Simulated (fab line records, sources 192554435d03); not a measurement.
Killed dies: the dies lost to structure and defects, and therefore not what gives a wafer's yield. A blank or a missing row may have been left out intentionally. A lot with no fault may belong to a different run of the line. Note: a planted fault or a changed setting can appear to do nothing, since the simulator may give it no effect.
fab line records	flow n5Finfet
record: lots: 7	wafers: 21	lastDay: 17
route steps=1938 shown BEOL_M2@922 BEOL_M3@931 BEOL_M4@1111
lots untouched by any fault: they come from a run of this same line in which no faults occurred
startH: start of the lot's first displayed wafer, in hours after the record's first day	waitH: hours from the lot's prior step to this one	" the same as in the row above	L1.1+2: several wafers, shown together as one row	- no value, or no start was given	* or withheld: withheld	< > ~ a bound
route shown NAME@n: names a module that has steps shown in the file, with the first one's number in the route	usual: mean/standard deviation taken from wafers without a fault	same: alike in all rows	chamber/n: place in a boat	sites: each site's reading	_std_site: how widely they spread, as a standard deviation	_edge_site: mean of outer sites minus mean of inner sites	radiusMm: for every site, how far away it sits from the centre of the wafer	mask NAME#n: copy n	behind: tool/chamber where the wafer was last shaped	hold: why the lot was held/for how many hours/how that ended	device: transistor that didn't switch, given as n, p or np	end of line: the route-end tests of the same wafers	a step without rows: its recipe alone	killed: the dies lost at the first sort to structure and to defects; this is not the yield of the wafer	map: a wafer's dies, x killed, . not, _ none there
set.NAME: the setting as run; set.NAME@STEP: as run at that earlier step	model.NAME: the simulator's own value behind a step, which no gauge read
lots seen at some steps along the route; tables by step, rows by wafer
services: when a tool's chamber went out of use (startH, in hours from the record's first day, below 0 if earlier), for how many hours, and the reason
== steps ==
step: N5_BEOL_M2_ANNEAL_51
recipe: tempC: 225	timeS: 90	ambient: N2
step: N5_BEOL_M2_CMP_52
recipe: stopOn: SiOC	tOverpolishS: 6.8	downForcePsi: 1	platenRpm: 50	clearingPlatenDownForcePsi: 1.5	clearingPlatenRpm: 50	postCmpClean: cuAlkaline	targetThkNm: 40	clearingPlatenPadVelocityMS: 0.99484	padVelocityMS: 0.99484
step: N5_BEOL_M2_THK_MEAS_53
recipe: thkMeasGauge: xrf	reads: Cu_of_BEOL_M2_ECD_50
usual: M2_THK: 39.7/2.2
lot.wafer	tool	chamber	startH	waitH	M2_THK[nm]
L781.2	filmMetro-02	-	216.76	-	38.9
L781.5	"	-	"	"	39.4
L781.6	"	-	"	"	34.4
L782.4	filmMetro-01	-	218.24	-	39.3
L782.5	"	-	"	"	38.1
L782.6	"	-	"	"	39.3
L786.2	filmMetro-01	-	247.51	-	38.7
L786.4	"	-	"	"	43.5
L786.6	"	-	"	"	38.0
L787.1	filmMetro-01	-	250.67	-	42.9
L787.3	"	-	"	"	40.0
L787.6	"	-	"	"	38.0
L788.1	filmMetro-01	-	262.45	-	38.1
L788.2	"	-	"	"	42.3
L788.4	"	-	"	"	40.2
L790.3	filmMetro-01	-	268.99	-	42.1
L790.5	"	-	"	"	42.0
L790.6	"	-	"	"	39.9
L791.2	filmMetro-01	-	273.44	-	37.8
L791.3	"	-	"	"	36.4
L791.4	"	-	"	"	40.1
step: N5_BEOL_M2_PRE_CLEAN_60
recipe: gas: NH3/H2	timeS: 15	tempC: *	rfPowerW: 300
step: N5_BEOL_M2_CO_CAP_55
recipe: material: Co	targetThkA: 20	tempC: 200	precursor: CCTBA/H2	pressureTorr: 30	timeS: 102.1
usual: heaterPowerW: 246/23
same: timeS: 102.1
lot.wafer	tool	chamber	startH	waitH	heaterPowerW
L781.2	cvdCo-02	2	216.83	0.0	257
L781.5	"	1	"	"	253
L781.6	"	0	"	"	252
L782.4	cvdCo-02	2	218.35	0.0	261
L782.5	"	0	"	"	246
L782.6	"	1	"	"	248
L786.2	cvdCo-01	0	247.58	0.0	216
L786.4	"	0	"	"	224
L786.6	"	2	"	"	211
L787.1	cvdCo-01	0	250.75	0.0	219
L787.3	"	1	"	"	278
L787.6	"	0	"	"	219
L788.1	cvdCo-02	1	262.53	0.0	256
L788.2	"	2	"	"	261
L788.4	"	2	"	"	263
L790.3	cvdCo-02	1	269.08	0.0	255
L790.5	"	1	"	"	250
L790.6	"	0	"	"	248
L791.2	cvdCo-02	2	273.51	0.0	267
L791.3	"	1	"	"	251
L791.4	"	0	"	"	248
step: N5_BEOL_M2_PRE_CLEAN_56
recipe: gas: NH3	timeS: 15	tempC: withheld	rfPowerW: 300
step: N5_BEOL_M2_DEP_57
recipe: material: SiCN	targetThkA: 80	tempC: withheld	precursor: 3MS/NH3	pressureTorr: 3	rfW: 202	timeS: 14
usual: chamberPressureTorr: 3.000/0.006	rfFwdPowerW: 199.4/0.9	showerheadPlenumPTorr: 3.674/0.0088	throttleValvePct: 9.3/0.49
same: timeS: 14
lot.wafer	tool	chamber	startH	waitH	chamberPressureTorr	rfFwdPowerW	showerheadPlenumPTorr	throttleValvePct
L781.2	pecvd-01	0	216.95	0.0	2.993	198.9	3.688	9.8
L781.5	"	0	"	"	2.993	199.5	3.704	9.9
L781.6	"	1	"	"	3.003	197.3	3.683	9.1
L782.4	pecvd-03	0	218.47	0.0	2.994	199.4	3.668	8.6
L782.5	"	0	"	"	3.008	200.5	3.662	8.9
L782.6	"	1	"	"	2.990	200.2	3.676	9.9
L786.2	pecvd-04	1	247.70	0.0	3.000	197.9	3.672	9.8
L786.4	"	0	"	"	2.999	200.2	3.677	8.9
L786.6	"	1	"	"	2.997	197.9	3.680	9.3
L787.1	pecvd-03	0	250.86	0.0	3.008	198.7	3.664	8.8
L787.3	"	1	"	"	3.003	200.2	3.672	10.1
L787.6	"	0	"	"	2.991	198.6	3.661	9.0
L788.1	pecvd-01	2	262.65	0.0	3.001	196.7	3.681	9.5
L788.2	"	1	"	"	3.005	199.5	3.677	9.0
L788.4	"	1	"	"	3.005	198.0	3.674	8.9
L790.3	pecvd-01	2	269.21	0.0	3.010	197.5	3.667	9.3
L790.5	"	0	"	"	2.999	199.3	3.691	10.0
L790.6	"	1	"	"	3.006	198.3	3.675	9.1
L791.2	pecvd-04	1	273.64	0.0	2.997	197.8	3.684	9.4
L791.3	"	2	"	"	3.002	200.2	3.679	8.5
L791.4	"	2	"	"	3.002	199.8	3.676	8.6
step: N5_BEOL_M2_RS_MEAS_58
recipe: thkMeasGauge: four-point-probe	reads: Co_of_BEOL_M2_CO_CAP_55+Cu_of_BEOL_M2_ECD_50+Co_of_BEOL_M2_CVD_47+TaN_of_BEOL_M2_ALD_84
usual: M2_RS: 0.69/0.05
lot.wafer	tool	chamber	startH	waitH	M2_RS[ohm/sq]
L781.2	filmMetro-02	-	217.02	0.1	0.71
L781.5	"	-	"	"	0.69
L781.6	"	-	"	"	0.83
L782.4	filmMetro-02	-	218.53	0.1	0.70
L782.5	"	-	"	"	0.73
L782.6	"	-	"	"	0.70
L786.2	filmMetro-01	-	247.77	0.1	0.72
L786.4	"	-	"	"	0.63
L786.6	"	-	"	"	0.74
L787.1	filmMetro-01	-	250.93	0.0	0.62
L787.3	"	-	"	"	0.68
L787.6	"	-	"	"	0.72
L788.1	filmMetro-01	-	262.71	0.0	0.72
L788.2	"	-	"	"	0.63
L788.4	"	-	"	"	0.67
L790.3	filmMetro-01	-	269.27	0.1	0.64
L790.5	"	-	"	"	0.64
L790.6	"	-	"	"	0.69
L791.2	filmMetro-01	-	273.71	0.1	0.73
L791.3	"	-	"	"	0.77
L791.4	"	-	"	"	0.68
step: N5_BEOL_M2_INSPECT_59
recipe: inspectInstrument: darkfield	mode: postDep
usual: rawDefectCount: 75/24
lot.wafer	tool	chamber	startH	waitH	rawDefectCount
L781.2	defectInspect-02	-	217.04	0.0	97
L781.5	"	-	"	"	91
L781.6	"	-	"	"	44
L782.4	defectInspect-01	-	218.56	0.0	100
L782.5	"	-	"	"	99
L782.6	"	-	"	"	77
L786.2	defectInspect-01	-	247.79	0.0	67
L786.4	"	-	"	"	94
L786.6	"	-	"	"	51
L787.1	defectInspect-02	-	250.96	0.0	71
L787.3	"	-	"	"	96
L787.6	"	-	"	"	68
L788.1	defectInspect-01	-	262.74	0.0	49
L788.2	"	-	"	"	41
L788.4	"	-	"	"	38
L790.3	defectInspect-02	-	269.30	0.0	40
L790.5	"	-	"	"	40
L790.6	"	-	"	"	57
L791.2	defectInspect-01	-	273.73	0.0	109
L791.3	"	-	"	"	149
L791.4	"	-	"	"	113
step: N5_BEOL_M3_ILD_DEP_00
recipe: material: SiOC	targetThkA: 790	tempC: 350	precursor: DEMS/O2	pressureTorr: 5	rfW: 500	timeS: 15.3
usual: chamberPressureTorr: 5.000/0.012	heaterPowerOuterW: 261/43	heaterPowerW: 470/70	showerheadPlenumPTorr: 5.692/0.018	throttleValvePct: 12.1/0.65
same: timeS: 15.3
lot.wafer	tool	chamber	startH	waitH	chamberPressureTorr	heaterPowerOuterW	heaterPowerW	showerheadPlenumPTorr	throttleValvePct
L781.2	pecvd-03	0	217.08	0.0	4.987	342	590	5.704	11.8
L781.5	"	1	"	"	4.994	244	439	5.702	12.9
L781.6	"	0	"	"	4.984	255	469	5.688	11.9
L782.4	pecvd-02	2	218.61	0.1	4.979	195	361	5.672	11.1
L782.5	"	0	"	"	4.993	258	461	5.693	12.0
L782.6	"	1	"	"	4.999	345	604	5.698	12.5
L786.2	pecvd-03	1	247.83	0.0	4.980	178	357	5.717	13.1
L786.4	"	1	"	"	5.002	182	358	5.704	12.9
L786.6	"	2	"	"	5.013	200	393	5.705	11.4
L787.1	pecvd-02	1	250.99	0.0	4.989	260	495	5.680	13.0
L787.3	"	2	"	"	4.988	236	421	5.672	11.2
L787.6	"	2	"	"	5.013	239	422	5.677	11.2
L788.1	pecvd-01	1	262.78	0.0	5.000	253	450	5.707	12.0
L788.2	"	2	"	"	4.999	287	459	5.708	12.6
L788.4	"	2	"	"	4.998	286	468	5.707	12.3
L790.3	pecvd-02	0	269.35	0.1	4.987	270	455	5.689	12.3
L790.5	"	2	"	"	5.004	215	407	5.676	11.3
L790.6	"	0	"	"	5.002	269	469	5.691	12.3
L791.2	pecvd-02	0	273.99	0.3	4.999	254	467	5.698	12.3
L791.3	"	2	"	"	4.996	222	388	5.680	11.3
L791.4	"	0	"	"	4.999	262	461	5.690	12.4
step: N5_BEOL_M3_THK_MEAS_01
recipe: reads: SiOC_of_BEOL_M3_ILD_DEP_00
usual: M3_ILD_THK: 79.3/1.1
lot.wafer	tool	chamber	startH	waitH	M3_ILD_THK[nm]
L781.2	filmMetro-02	-	217.16	0.1	78.7
L781.5	"	-	"	"	81.4
L781.6	"	-	"	"	79.3
L782.4	filmMetro-01	-	218.66	0.0	80.2
L782.5	"	-	"	"	80.5
L782.6	"	-	"	"	79.9
L786.2	filmMetro-02	-	247.90	0.1	79.5
L786.4	"	-	"	"	79.6
L786.6	"	-	"	"	79.3
L787.1	filmMetro-01	-	251.06	0.0	78.4
L787.3	"	-	"	"	79.3
L787.6	"	-	"	"	80.4
L788.1	filmMetro-01	-	262.84	0.0	76.2
L788.2	"	-	"	"	77.6
L788.4	"	-	"	"	79.0
L790.3	filmMetro-02	-	269.42	0.1	79.0
L790.5	"	-	"	"	79.8
L790.6	"	-	"	"	78.7
L791.2	filmMetro-02	-	274.07	0.1	77.5
L791.3	"	-	"	"	80.7
L791.4	"	-	"	"	78.5
step: N5_BEOL_M3_PECVD_72
recipe: material: SiO2	targetThkA: 160	tempC: 400	precursor: TEOS/O2	pressureTorr: 5.5	rfW: 450	teosFlowSccm: 53.8	gas: O2	flowSccm: 3000	timeS: 18
step: N5_BEOL_M3_HM_DEP_02
recipe: material: TiN	targetThkA: 200	tempC: 25	chamberPressurePa: 0.49996
usual: chamberPressurePa: 0.5002/0.00089	substrateTempC: 25.01/0.11	throttleValvePct: 29.9/0.75
lot.wafer	tool	chamber	startH	waitH	chamberPressurePa	substrateTempC	throttleValvePct
L781.2	pvdSputter-02	-	217.96	0.7	0.5002	25.16	30.5
L781.5	"	-	"	"	0.4989	24.99	28.8
L781.6	"	-	"	"	0.5003	24.89	30.6
L782.4	pvdSputter-03	-	221.05	2.3	0.4990	25.13	29.5
L782.5	"	-	"	"	0.5009	24.96	30.1
L782.6	"	-	"	"	0.5005	25.02	31.0
L786.2	pvdSputter-01	-	248.17	0.2	-	-	-
L786.4	"	-	"	"	-	-	-
L786.6	"	-	"	"	-	-	-
L787.1	pvdSputter-03	-	251.73	0.6	-	-	-
L787.3	"	-	"	"	-	-	-
L787.6	"	-	"	"	-	-	-
L788.1	pvdSputter-01	-	263.67	0.8	-	-	-
L788.2	"	-	"	"	-	-	-
L788.4	"	-	"	"	-	-	-
L790.3	pvdSputter-01	-	270.05	0.6	0.5014	24.84	29.0
L790.5	"	-	"	"	0.5006	24.92	29.7
L790.6	"	-	"	"	0.4993	25.09	29.1
L791.2	pvdSputter-02	-	274.47	0.3	0.5007	25.03	28.9
L791.3	"	-	"	"	0.5005	25.01	30.7
L791.4	"	-	"	"	0.5008	24.94	29.4
step: N5_BEOL_M3_COAT_61
recipe: resist: SOC	tempC: 250	timeS: 60	spinRpm: 1500	resistThkNm: 60
step: N5_BEOL_M3_COAT_62
recipe: resist: SiARC	tempC: 220	timeS: 60	spinRpm: 1500	resistThkNm: 12
step: N5_BEOL_M3_COAT_73
recipe: resist: underlayer	tempC: 205	timeS: 60	spinRpm: 1500	resistThkNm: 5
step: N5_BEOL_M3_COAT_05
recipe: resist: CAR-EUV	spinRpm: 1500	resistThkNm: 30
step: N5_BEOL_M3_EBR_07
recipe: solvent: PGMEA	ebrWidthMm: 1.5
step: N5_BEOL_M3_SOFTBAKE_06
recipe: tempC: 110	timeS: 60	resist: CAR-EUV
step: N5_BEOL_M3_EXPOSE_08
recipe: maskId: M3	na: 0.33	sourceShape: dipole	sigmaInner: 0.369	sigmaOuter: 0.767	polarization: unpolarized	doseMj: 33
step: N5_BEOL_M3_PEB_09
recipe: pebTempC: 100	pebTimeS: 60	resist: CAR-EUV
step: N5_BEOL_M3_DEVELOP_10
recipe: developTimeS: 30	developer: TMAH	resist: CAR-EUV	rinseLiquid: surfactantRinse	dry: airSpin	devTempC: 23
step: N5_BEOL_M3_CD_MEAS_11
recipe: targetCdNm: 17.05	landingEnergyEv: 500	detector: seInlens	polarity: opening
usual: cdNm: 17.05/0.24
lot.wafer	tool	chamber	startH	waitH	cdNm
L781.2	cdSem-02	0	218.48	-	17.26
L781.5	"	0	"	"	16.53
L781.6	"	0	"	"	17.21
L782.4	cdSem-03	0	221.57	-	17.12
L782.5	"	0	"	"	16.74
L782.6	"	0	"	"	16.86
L786.2	cdSem-02	0	248.57	-	16.68
L786.4	"	0	"	"	17.49
L786.6	"	0	"	"	17.04
L787.1	cdSem-02	0	252.12	-	17.08
L787.3	"	0	"	"	16.90
L787.6	"	0	"	"	17.23
L788.1	cdSem-02	0	264.06	-	17.18
L788.2	"	0	"	"	17.03
L788.4	"	0	"	"	17.01
L790.3	cdSem-02	0	270.57	-	17.14
L790.5	"	0	"	"	17.33
L790.6	"	0	"	"	16.78
L791.2	cdSem-02	0	274.86	-	17.07
L791.3	"	0	"	"	17.37
L791.4	"	0	"	"	17.22
step: N5_BEOL_M3_OVL_MEAS_12
recipe: pointsPerWafer: 522
usual: M3_OVL: -0.4/0.71
same: pointsPerWafer: 522
lot.wafer	tool	chamber	startH	waitH	M3_OVL[nm]
L781.2	overlay-02	0	218.51	0.0	-0.8
L781.5	"	0	"	"	-0.5
L781.6	"	0	"	"	-0.5
L782.4	overlay-02	0	221.61	0.0	-0.1
L782.5	"	0	"	"	-1.0
L782.6	"	0	"	"	-0.5
L786.2	overlay-02	0	248.60	0.0	-0.3
L786.4	"	0	"	"	-0.6
L786.6	"	0	"	"	-1.4
L787.1	overlay-01	0	252.15	0.0	0.9
L787.3	"	0	"	"	1.6
L787.6	"	0	"	"	0.1
L788.1	overlay-02	0	264.09	0.0	-1.3
L788.2	"	0	"	"	-1.3
L788.4	"	0	"	"	-0.5
L790.3	overlay-01	0	270.61	0.0	0.1
L790.5	"	0	"	"	0.2
L790.6	"	0	"	"	-0.4
L791.2	overlay-01	0	274.89	0.0	0.1
L791.3	"	0	"	"	0.5
L791.4	"	0	"	"	0.2
step: N5_BEOL_M3_INSPECT_13
recipe: mode: adi	inspectInstrument: brightfield
usual: rawDefectCount: 439/88
lot.wafer	tool	chamber	startH	waitH	rawDefectCount
L781.2	defectInspect-02	-	218.57	0.0	354
L781.5	"	-	"	"	391
L781.6	"	-	"	"	409
L782.4	defectInspect-01	-	221.65	0.0	548
L782.5	"	-	"	"	481
L782.6	"	-	"	"	427
L786.2	defectInspect-01	-	248.66	0.0	260
L786.4	"	-	"	"	259
L786.6	"	-	"	"	315
L787.1	defectInspect-02	-	252.21	0.1	214
L787.3	"	-	"	"	265
L787.6	"	-	"	"	200
L788.1	defectInspect-02	-	264.15	0.1	181
L788.2	"	-	"	"	245
L788.4	"	-	"	"	293
L790.3	defectInspect-02	-	270.67	0.1	345
L790.5	"	-	"	"	357
L790.6	"	-	"	"	378
L791.2	defectInspect-02	-	274.95	0.0	396
L791.3	"	-	"	"	505
L791.4	"	-	"	"	453
step: N5_BEOL_M3_DESCUM_16
recipe: chemistry: O2	timeS: 7	sourcePowerW: 50	biasPowerW: 20	pressureMtorr: 20	rfFrequencyHz: 2.712e+07	tempC: 40	resist: CAR-EUV	o2FlowSccm: 225
step: N5_BEOL_M3_ETCH_74
recipe: chemistry: N2/H2	target: underlayer	targetDepthA: 65	maskMaterial: CAR-EUV	timeS: 5.2	ionEnergyEv: 200	pressureMtorr: 30	sourceW: 840	biasW: 150	n2FlowSccm: 200	h2FlowSccm: 200	ends: cleared
step: N5_BEOL_M3_ETCH_63
recipe: chemistry: CF4	target: SiARC	targetDepthA: 156	maskMaterial: CAR-EUV	timeS: 26	ionEnergyEv: 80	pressureMtorr: 40	sourceW: 545	biasW: 36	Ar_flow_sccm: 100	cf4FlowSccm: 100	ends: cleared
step: N5_BEOL_M3_ETCH_64
recipe: chemistry: N2/H2	target: SOC	targetDepthA: 750	overetchA: 150	maskMaterial: SiARC	tempC: 40	timeS: 112.5	ionEnergyEv: 200	pressureMtorr: 30	sourceW: 840	biasW: 150	n2FlowSccm: 200	h2FlowSccm: 200
usual: drypumpMotorCurrentA: 5.6/0.37	oesProductAu: 0.65/0.065	rfVppV: 525.0/1.9	showerheadPlenumPTorr: 2.58/0.064	throttleValvePct: 17.61/0.26
same: timeS: 112.5
lot.wafer	tool	chamber	startH	waitH	drypumpMotorCurrentA	oesProductAu	rfHoursCounterH	rfVppV	showerheadPlenumPTorr	throttleValvePct
L781.2	rieDiel-05	3	218.68	0.0	5.8	0.71	16	525.6	2.58	17.01
L781.5	"	2	"	"	5.7	0.69	-	525.7	2.58	17.47
L781.6	"	3	"	"	5.8	0.71	-	525.2	2.58	17.02
L782.4	rieDiel-05	3	221.80	0.0	5.8	0.70	17	526.3	2.58	17.01
L782.5	"	1	"	"	5.6	0.67	-	524.9	2.58	17.67
L782.6	"	0	"	"	5.0	0.55	-	526.9	2.62	17.78
L786.2	rieDiel-04	1	248.79	0.0	5.0	0.57	189	525.3	2.65	17.75
L786.4	"	0	"	"	5.4	0.57	195	524.7	2.62	17.73
L786.6	"	1	"	"	4.9	0.57	-	523.7	2.65	17.75
L787.1	rieDiel-05	0	252.32	0.0	5.0	0.55	237	526.3	2.61	17.79
L787.3	"	1	"	"	5.6	0.66	67	525.4	2.58	17.70
L787.6	"	0	"	"	5.0	0.55	-	524.5	2.61	17.78
L788.1	rieDiel-01	0	264.32	0.0	5.6	0.75	4	521.8	2.48	17.31
L788.2	"	1	"	"	5.7	0.65	83	527.6	2.68	17.94
L788.4	"	2	"	"	5.8	0.67	60	523.1	2.47	17.89
L790.3	rieDiel-04	1	272.28	0.0	5.0	0.57	196	526.1	2.65	17.75
L790.5	"	3	"	"	6.1	0.62	-	524.2	2.52	17.20
L790.6	"	2	"	"	6.0	0.71	-	524.3	2.58	17.75
L791.2	rieDiel-01	1	276.07	0.0	5.7	0.64	88	529.2	2.68	17.94
L791.3	"	0	"	"	5.6	0.73	9	523.7	2.48	17.33
L791.4	"	2	"	"	5.8	0.67	65	521.3	2.47	17.90
step: N5_BEOL_M3_STRIP_65
recipe: chemistry: N2/H2	tempC: 40	n2FlowSccm: 200	h2FlowSccm: 200	rfFrequencyHz: 6e+07
step: N5_BEOL_M3_STRIP_75
recipe: chemistry: N2/H2	tempC: 40	n2FlowSccm: 200	h2FlowSccm: 200	rfFrequencyHz: 6e+07
step: N5_BEOL_M3_STRIP_66
recipe: chemistry: CF4	resist: SiARC	powerW: 300	biasPowerW: 75	pressureMtorr: 50	cf4FlowSccm: 150	rfFrequencyHz: 6e+07
usual: drypumpMotorCurrentA: 5.6/0.37	oesProductAu: 0.81/0.081	rfVppV: 271.9/1.2	showerheadPlenumPTorr: 1.83/0.042	throttleValvePct: 13.45/0.22
lot.wafer	tool	chamber	startH	waitH	drypumpMotorCurrentA	oesProductAu	rfHoursCounterH	rfVppV	showerheadPlenumPTorr	throttleValvePct
L781.2	rieDiel-05	3	218.81	0.0	5.8	0.88	16	273.0	1.85	13.08
L781.5	"	2	"	"	5.7	0.88	-	271.5	1.83	13.32
L781.6	"	3	"	"	5.8	0.89	-	271.6	1.85	13.08
L782.4	rieDiel-05	3	221.93	0.0	5.8	0.88	17	271.9	1.85	13.08
L782.5	"	1	"	"	5.6	0.84	-	272.4	1.82	13.42
L782.6	"	0	"	"	5.0	0.69	-	272.7	1.84	13.53
L786.2	rieDiel-04	1	248.92	0.0	4.9	0.72	189	270.9	1.83	13.39
L786.4	"	0	"	"	5.4	0.72	195	273.1	1.86	13.74
L786.6	"	1	"	"	4.9	0.71	-	271.9	1.83	13.40
L787.1	rieDiel-05	0	252.45	0.0	5.0	0.69	237	271.7	1.83	13.57
L787.3	"	1	"	"	5.6	0.83	67	271.7	1.82	13.43
L787.6	"	0	"	"	5.0	0.68	-	270.9	1.83	13.54
L788.1	rieDiel-01	0	264.45	0.0	5.6	0.93	4	271.1	1.78	13.32
L788.2	"	1	"	"	5.7	0.81	83	273.1	1.91	13.66
L788.4	"	2	"	"	5.8	0.84	60	269.2	1.76	13.70
L790.3	rieDiel-04	1	272.41	0.0	4.9	0.70	196	274.5	1.83	13.41
L790.5	"	3	"	"	6.1	0.77	-	271.0	1.82	13.40
L790.6	"	2	"	"	6.0	0.89	-	272.3	1.81	13.47
L791.2	rieDiel-01	1	276.20	0.0	5.7	0.81	88	272.8	1.91	13.69
L791.3	"	0	"	"	5.6	0.91	9	270.1	1.77	13.35
L791.4	"	2	"	"	5.8	0.83	65	270.4	1.76	13.72
step: N5_BEOL_M3_HM_OPEN_17
recipe: chemistry: Cl2/BCl3	targetDepthA: 200	overetchA: 60	target: TiN	maskMaterial: SOC	ionEnergyEv: 150	pressureMtorr: 10	icpW: 1000	biasW: 126	Cl2_flow_sccm: 53.25	bcl3FlowSccm: 21.75	Ar_flow_sccm: 25
usual: drypumpMotorCurrentA: 5.6/0.48	mfcArSccm: 25.01/0.077	oesProductAu: 0.68/0.1	throttleValvePct: 22.34/0.22
lot.wafer	tool	chamber	startH	waitH	drypumpMotorCurrentA	mfcArSccm	oesProductAu	rfHoursCounterH	throttleValvePct	model.etch.depthNm
L781.2	rieMetal-02	0	218.85	0.0	5.6	24.93	0.74	8	22.23	19.72
L781.5	"	1	"	"	4.7	25.01	0.55	-	22.67	20
L781.6	"	0	"	"	5.6	24.99	0.74	-	22.25	19.77
L782.4	rieMetal-01	1	222.00	0.1	5.8	25.06	0.73	-	22.27	19.92
L782.5	"	0	"	"	5.6	24.98	0.79	-	22.30	19.79
L782.6	"	1	"	"	5.9	25.04	0.74	-	22.22	20.4
L786.2	rieMetal-02	0	248.96	0.0	5.6	24.99	0.32	10	22.90	0
L786.4	"	0	"	"	5.6	25.01	0.32	-	22.90	0
L786.6	"	1	"	"	4.7	25.00	0.24	-	23.33	0
L787.1	rieMetal-03	0	252.49	0.0	6.0	24.84	0.26	88	23.17	0
L787.3	"	0	"	"	6.0	24.96	0.26	-	23.19	0
L787.6	"	0	"	"	6.0	25.11	0.25	-	23.17	0
L788.1	rieMetal-03	1	264.49	0.0	6.0	24.87	0.32	16	22.70	0
L788.2	"	1	"	"	6.0	24.93	0.32	-	22.69	0
L788.4	"	1	"	"	6.0	25.03	0.33	-	22.70	0
L790.3	rieMetal-02	0	272.48	0.1	5.6	24.85	0.73	-	22.26	19.75
L790.5	"	1	"	"	4.7	24.94	0.54	-	22.67	20.04
L790.6	"	0	"	"	5.6	24.89	0.73	-	22.26	19.79
L791.2	rieMetal-02	1	276.24	0.0	4.7	25.06	0.54	106	22.69	20.03
L791.3	"	1	"	"	4.7	25.06	0.54	-	22.68	19.82
L791.4	"	0	"	"	5.6	25.04	0.73	-	22.24	20.12
step: N5_BEOL_M3_STRIP_19
recipe: chemistry: O2	powerW: 400	tempC: 40	pressureMtorr: 30	rfFrequencyHz: 6e+07	biasPowerW: 0	overashFraction: 0.2	o2FlowSccm: 225
step: N5_BEOL_M3_CD_MEAS_18
recipe: pitchNm: 36	targetCdNm: 18
usual: cdNm: 18.1/0.36
lot.wafer	tool	chamber	startH	waitH	cdNm
L781.2	cdSem-02	-	219.03	0.1	18.2
L781.5	"	-	"	"	18.2
L781.6	"	-	"	"	18.5
L782.4	cdSem-01	-	222.23	0.1	18.0
L782.5	"	-	"	"	18.2
L782.6	"	-	"	"	18.1
L786.2	cdSem-03	-	249.14	0.1	-
L786.4	"	-	"	"	-
L786.6	"	-	"	"	-
L787.1	cdSem-02	-	252.67	0.0	-
L787.3	"	-	"	"	-
L787.6	"	-	"	"	-
L788.1	cdSem-02	-	264.76	0.0	-
L788.2	"	-	"	"	-
L788.4	"	-	"	"	-
L790.3	cdSem-02	-	273.01	0.1	17.9
L790.5	"	-	"	"	17.8
L790.6	"	-	"	"	18.3
L791.2	cdSem-01	-	276.46	0.1	17.4
L791.3	"	-	"	"	18.6
L791.4	"	-	"	"	17.7
step: N5_BEOL_M3_COAT_67
recipe: resist: SOC	tempC: 250	timeS: 60	spinRpm: 1500	resistThkNm: 60
step: N5_BEOL_M4_RC_MEAS_101
usual: DIBL_N: 35.9/2.5	DIBL_P: 36.0/3	IOFF_N: 0.16/0.047	IOFF_P: 0.21/0.047	ION_N: 671/14	ION_P: 460/8.8	SS_N: 71.5/0.73	SS_P: 73.2/0.91	VT_N: 250/4.3	VT_P: -251/3.6
lot.wafer	tool	chamber	startH	waitH	DIBL_N[mV/V]	DIBL_P[mV/V]	IOFF_N[nA/um]	IOFF_P[nA/um]	ION_N[uA/um]	ION_P[uA/um]	SS_N[mV/dec]	SS_P[mV/dec]	VT_N[mV]	VT_P[mV]
L781.2	prober-01	0	242.67	0.2	39.8	39.9	0.20	0.26	689	458	72.1	75.1	247	-251
L781.5	"	0	"	"	36.4	34.6	0.15	0.18	668	457	71.3	73.7	251	-255
L781.6	"	0	"	"	37.8	38.0	0.17	0.21	684	458	71.5	74.1	248	-252
L782.4	prober-02	0	247.73	0.5	36.9	39.3	0.18	0.22	676	463	71.3	73.1	247	-250
L782.5	"	0	"	"	37.8	41.4	0.20	0.25	681	464	70.7	74.8	245	-248
L782.6	"	0	"	"	33.5	35.1	0.13	0.17	659	449	70.6	71.6	249	-254
L790.3	prober-01	0	291.67	0.3	37.1	38.3	0.19	0.26	674	463	72.3	73.9	248	-246
L790.5	"	0	"	"	34.0	33.3	0.13	0.19	666	459	70.3	72.6	252	-252
L790.6	"	0	"	"	35.0	34.8	0.14	0.20	671	466	71.8	72.5	253	-250
L791.2	prober-02	0	300.39	0.2	33.6	34.4	0.12	0.19	666	462	71.9	72.9	254	-254
L791.3	"	0	"	"	33.0	31.9	0.10	0.16	639	445	71.5	72.4	259	-256
L791.4	"	0	"	"	32.1	31.8	0.10	0.15	653	457	70.9	71.6	257	-257
== services ==
tool	chamber	startH	hours	kind
pecvd-01	0	199.65	2.1	scheduledDown
rieDiel-05	-	200.69	1.2	repair
pecvd-03	2	202.38	-	clean
pecvd-03	2	202.38	-	consumableReplace:showerhead
pecvd-03	2	202.38	29.0	scheduledDown
pecvd-03	2	202.38	29.0	ventCycle
rieDiel-04	3	204.29	12.3	repair
rieDiel-01	-	205.20	14.6	pm
pecvd-01	0	225.32	5.5	scheduledDown
rieDiel-01	0	229.39	-	clean
rieDiel-01	0	229.39	-	consumableReplace:focusRing
rieDiel-01	0	229.39	20.3	scheduledDown
rieDiel-01	0	229.39	20.3	ventCycle
rieDiel-05	0	231.27	1.3	repair
cvdCo-01	-	237.63	2.8	pm
rieDiel-01	2	241.99	4.6	repair
rieMetal-03	-	259.59	0.7	repair
rieMetal-03	0	260.65	6.9	repair
pecvd-02	1	261.67	13.0	repair
pecvd-03	-	262.39	14.6	pm
rieDiel-05	-	266.35	15.6	pm
rieMetal-01	0	269.93	3.0	repair
pecvd-01	-	271.15	6.0	pm
cvdCo-02	-	273.87	6.9	pm
== key ==
firstSign: step: N5_BEOL_M3_HM_DEP_02	reading: toolRecord	direction: missing
effect: step: N5_BEOL_M3_HM_OPEN_17	reading: oesProductAu	direction: down	sigmas: 3.9	usual: 0.68	struck: 0.29
effect: step: N5_BEOL_M3_CD_MEAS_18	reading: cdNm	direction: missing
modelEffect: step: N5_BEOL_M3_HM_OPEN_17	value: etch.depthNm	without: 20.23	struck: 0
metAt N5_BEOL_M3_HM_DEP_02
struckWafers L786.2,L786.4,L786.6,L787.1,L787.3,L787.6,L788.1,L788.2,L788.4
laterRowsLeftOut L786.2,L786.4,L786.6,L787.1,L787.3,L787.6,L788.1,L788.2,L788.4
sortLeftOut L786.2,L786.4,L786.6,L787.1,L787.3,L787.6,L788.1,L788.2,L788.4
onsetBetween 221.05 248.17
fault: kind: skippedStepWhole	tool: pvdSputter-01,pvdSputter-03	chamber: -	onsetH: 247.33	steps: N5_BEOL_M3_HM_DEP_02	scope: struckLotsOnly
sortLeftOut: the simulated sort isn't trusted on such a fault, so these wafers' sort isn't shown, and their yield isn't known
laterRowsLeftOut: the simulator's readings of these wafers behind a module that went badly wrong aren't trusted and aren't shown, but for the sort
